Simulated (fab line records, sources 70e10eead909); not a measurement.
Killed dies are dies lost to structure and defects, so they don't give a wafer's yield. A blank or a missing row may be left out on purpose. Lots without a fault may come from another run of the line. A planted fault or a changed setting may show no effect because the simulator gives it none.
fab line records | flow nand_harc | part 2 of 2: steps 30 to 39 of 39
record lots=5 wafers=15 last_day=31
route steps=1302 shown A_DECK1_JOINT@520 A_ONON_D2@545
lots that met no fault: from a run of the same line without faults
start_h: hours from the record's first day to the start of the lot's first wafer shown | wait_h: hours since the lot's step before | " the same as in the row above | L1.1+2: a row that stands for several wafers | - no value, or no start given | * or withheld: withheld | < > ~ a bound
route shown NAME@n: a module of which the file shows steps, and the number in the route of the first | usual: mean/standard deviation of fault-free wafers | same: alike in all rows | chamber/n: place in a boat | sites: the reading at each site | _std_site: their standard deviation | _edge_site: outer sites' mean less inner sites' | radius_mm: how far each site lies from the wafer's centre | mask NAME#n: copy n | behind: the tool/chamber that last shaped the wafer | hold: why the lot was held/for how many hours/how that ended | device: the transistor (n, p or np) that didn't switch | end of line: the same wafers' tests at the end of the route | a step without rows: its recipe alone | killed: dies lost to structure and defects at the first sort, not the wafer's yield | map: a wafer's dies, x killed, . not, _ none there
set.NAME: the setting as run; set.NAME@STEP: as run at that earlier step | model.NAME: the simulator's own value behind a step, which no gauge read
lots at some steps of the route; a table a step, a row a wafer
services: from which hour (start_h, from the record's first day; less than 0 if before it) a tool's chamber was out of use, for how many hours, and why
## steps
# step NHARC_A_ONON_D2_THK_MEAS_08
# recipe thk_meas_gauge=ellipsometry
# usual thk_nm=998/7.3
# columns lot.wafer tool chamber start_h wait_h thk_nm
L077.2 film_metro-02 - 304.64 - 998
L077.4 " - " " 996
L077.6 " - " " 998
L082.3 film_metro-02 - 362.55 - 993
L082.4 " - " " 992
L082.5 " - " " 992
L084.2 film_metro-01 - 375.31 - 1001
L084.4 " - " " 1002
L084.5 " - " " 1002
L089.1 film_metro-02 - 423.72 - 995
L089.5 " - " " 996
L089.6 " - " " 996
L092.2 film_metro-02 - 458.58 - 1011
L092.4 " - " " 1012
L092.5 " - " " 1015
# step NHARC_A_ONON_D2_DEP_09
# recipe target_thk_a=10000 n2_flow_sccm=2750 n2o_flow_sccm=2000 nh3_flow_sccm=500 sih4_flow_sccm=210 temp_c=400
# usual susceptor_temp_C=400.01/0.23
# columns lot.wafer tool chamber start_h wait_h susceptor_temp_C
L077.2 pecvd_onon-03 0 304.75 0.1 399.98
L077.4 " 0 " " 399.99
L077.6 " 0 " " 400.17
L082.3 pecvd_onon-04 0 362.73 0.2 400.01
L082.4 " 0 " " 400.06
L082.5 " 0 " " 399.84
L084.2 pecvd_onon-04 0 375.42 0.1 399.93
L084.4 " 0 " " 400.20
L084.5 " 0 " " 400.33
L089.1 pecvd_onon-02 0 423.77 0.1 399.91
L089.5 " 0 " " 400.11
L089.6 " 0 " " 400.01
L092.2 pecvd_onon-03 0 458.69 0.1 399.99
L092.4 " 0 " " 399.89
L092.5 " 0 " " 400.04
# step NHARC_A_ONON_D2_THK_MEAS_11
# recipe thk_meas_gauge=ellipsometry
# usual thk_nm=1000/9.2
# columns lot.wafer tool chamber start_h wait_h thk_nm
L077.2 film_metro-02 - 305.23 - 1006
L077.4 " - " " 1006
L077.6 " - " " 1006
L082.3 film_metro-01 - 363.12 - 1001
L082.4 " - " " 1000
L082.5 " - " " 1001
L084.2 film_metro-01 - 375.87 - 992
L084.4 " - " " 992
L084.5 " - " " 991
L089.1 film_metro-02 - 424.28 - 1013
L089.5 " - " " 1012
L089.6 " - " " 1013
L092.2 film_metro-01 - 459.15 - 987
L092.4 " - " " 985
L092.5 " - " " 988
# step NHARC_A_ONON_D2_DEP_12
# recipe target_thk_a=10000 n2_flow_sccm=2750 n2o_flow_sccm=2000 nh3_flow_sccm=500 sih4_flow_sccm=210 temp_c=400
# usual susceptor_temp_C=399.98/0.21
# columns lot.wafer tool chamber start_h wait_h susceptor_temp_C
L077.2 pecvd_onon-02 0 305.35 0.1 399.97
L077.4 " 0 " " 400.08
L077.6 " 0 " " 400.21
L082.3 pecvd_onon-03 0 363.29 0.2 399.67
L082.4 " 0 " " 400.14
L082.5 " 0 " " 399.80
L084.2 pecvd_onon-04 0 375.99 0.1 400.15
L084.4 " 0 " " 399.88
L084.5 " 0 " " 399.78
L089.1 pecvd_onon-03 0 424.34 0.1 399.89
L089.5 " 0 " " 399.71
L089.6 " 0 " " 399.99
L092.2 pecvd_onon-03 0 459.26 0.1 399.54
L092.4 " 0 " " 399.58
L092.5 " 0 " " 399.67
# step NHARC_A_ONON_D2_THK_MEAS_14
# recipe thk_meas_gauge=ellipsometry
# usual thk_nm=997/9.4
# columns lot.wafer tool chamber start_h wait_h thk_nm
L077.2 film_metro-01 - 305.80 - 999
L077.4 " - " " 1001
L077.6 " - " " 1001
L082.3 film_metro-01 - 363.71 - 997
L082.4 " - " " 1001
L082.5 " - " " 1000
L084.2 film_metro-01 - 376.44 - 996
L084.4 " - " " 996
L084.5 " - " " 995
L089.1 film_metro-02 - 424.85 - 1002
L089.5 " - " " 1004
L089.6 " - " " 1003
L092.2 film_metro-02 - 459.74 - 996
L092.4 " - " " 993
L092.5 " - " " 996
# step NHARC_A_ONON_D2_ANNEAL_15
# recipe temp_c=750 time_s=3600
# usual spike_tc_top_C=762.8/2.1
# columns lot.wafer tool chamber start_h wait_h spike_tc_top_C
L077.2 furnace-02 0 309.48 3.7 768.1
L077.4 " 0 " " 768.1
L077.6 " 0 " " 769.7
L082.3 furnace-05 0 367.49 3.8 762.8
L082.4 " 0 " " 765.1
L082.5 " 0 " " 762.9
L084.2 furnace-05 0 379.67 3.2 762.8
L084.4 " 0 " " 765.0
L084.5 " 0 " " 763.2
L089.1 furnace-05 0 428.47 3.6 764.2
L089.5 " 0 " " 764.2
L089.6 " 0 " " 765.4
L092.2 furnace-03 0 464.00 4.3 762.6
L092.4 " 0 " " 761.4
L092.5 " 0 " " 762.3
# step NHARC_A_ONON_D2_DEP_16
# recipe target_thk_a=10000 n2_flow_sccm=2750 n2o_flow_sccm=2000 nh3_flow_sccm=500 sih4_flow_sccm=210 temp_c=400
# usual susceptor_temp_C=400.00/0.22
# columns lot.wafer tool chamber start_h wait_h susceptor_temp_C
L077.2 pecvd_onon-03 0 313.43 0.4 399.40
L077.4 " 0 " " 399.75
L077.6 " 0 " " 399.75
L082.3 pecvd_onon-04 0 371.62 0.6 400.27
L082.4 " 0 " " 399.98
L082.5 " 0 " " 400.04
L084.2 pecvd_onon-04 0 383.52 0.4 400.12
L084.4 " 0 " " 400.08
L084.5 " 0 " " 399.94
L089.1 pecvd_onon-02 0 432.31 0.4 400.04
L089.5 " 0 " " 399.95
L089.6 " 0 " " 399.75
L092.2 pecvd_onon-03 0 467.91 0.4 400.28
L092.4 " 0 " " 400.19
L092.5 " 0 " " 400.19
# step NHARC_A_ONON_D2_THK_MEAS_18
# recipe thk_meas_gauge=ellipsometry
# usual thk_nm=998/8.8
# columns lot.wafer tool chamber start_h wait_h thk_nm
L077.2 film_metro-01 - 313.88 - 980
L077.4 " - " " 982
L077.6 " - " " 981
L082.3 film_metro-01 - 372.01 - 995
L082.4 " - " " 995
L082.5 " - " " 997
L084.2 film_metro-01 - 383.98 - 1001
L084.4 " - " " 996
L084.5 " - " " 998
L089.1 film_metro-02 - 432.82 - 989
L089.5 " - " " 992
L089.6 " - " " 989
L092.2 film_metro-01 - 468.36 - 1009
L092.4 " - " " 1010
L092.5 " - " " 1009
# step NHARC_A_ONON_D2_DEP_19
# recipe target_thk_a=10000 n2_flow_sccm=2750 n2o_flow_sccm=2000 nh3_flow_sccm=500 sih4_flow_sccm=210 temp_c=400
# usual susceptor_temp_C=400.01/0.2
# columns lot.wafer tool chamber start_h wait_h susceptor_temp_C
L077.2 pecvd_onon-02 0 314.00 0.1 399.74
L077.4 " 0 " " 400.03
L077.6 " 0 " " 399.78
L082.3 pecvd_onon-04 0 372.32 0.3 399.85
L082.4 " 0 " " 399.78
L082.5 " 0 " " 400.03
L084.2 pecvd_onon-03 0 384.09 0.1 400.12
L084.4 " 0 " " 400.38
L084.5 " 0 " " 400.10
L089.1 pecvd_onon-02 0 432.87 0.1 400.10
L089.5 " 0 " " 399.89
L089.6 " 0 " " 399.86
L092.2 pecvd_onon-02 0 468.47 0.1 399.80
L092.4 " 0 " " 399.67
L092.5 " 0 " " 399.80
# step NHARC_A_ONON_D2_THK_MEAS_21
# recipe thk_meas_gauge=ellipsometry
# usual thk_nm=1002/11
# columns lot.wafer tool chamber start_h wait_h thk_nm
L077.2 film_metro-01 - 314.45 - 1001
L077.4 " - " " 1002
L077.6 " - " " 1003
L082.3 film_metro-01 - 372.72 - 1001
L082.4 " - " " 1001
L082.5 " - " " 1000
L084.2 film_metro-01 - 384.54 - 1025
L084.4 " - " " 1024
L084.5 " - " " 1025
L089.1 film_metro-02 - 433.39 - 1000
L089.5 " - " " 999
L089.6 " - " " 999
L092.2 film_metro-02 - 468.92 - 1025
L092.4 " - " " 1023
L092.5 " - " " 1023
## services
# columns tool chamber start_h hours kind
wet_bench-02 - 247.53 8.0 pm
cmp-03 - 260.05 4.0 pm
wet_bench-05 - 260.80 8.0 pm
pecvd-01 1 266.02 4.1 repair
cmp-03 - 268.65 2.8 repair
fcvd-02 - 269.24 13.0 pm
cmp-01 - 274.64 2.4 repair
cmp-01 - 283.50 4.0 pm
pecvd-01 2 309.25 8.3 repair
pecvd_onon-04 - 311.12 13.0 pm
pecvd-01 - 311.15 13.0 pm
fcvd-01 - 328.19 1.7 repair
wet_h3po4-01 - 336.00 8.0 pm
cmp-03 - 358.05 4.0 pm
fcvd-01 - 366.00 13.0 pm
pecvd_onon-02 - 366.03 13.0 pm
wet_bench-06 - 369.60 8.0 pm
cmp-01 - 380.66 0.2 repair
cmp-01 - 381.50 4.0 pm
pecvd_onon-03 - 408.00 13.0 pm
wet_bench-02 - 423.53 8.0 pm
wet_bench-05 - 436.80 8.0 pm
fcvd-02 - 450.24 13.0 pm
cmp-03 - 456.05 4.0 pm
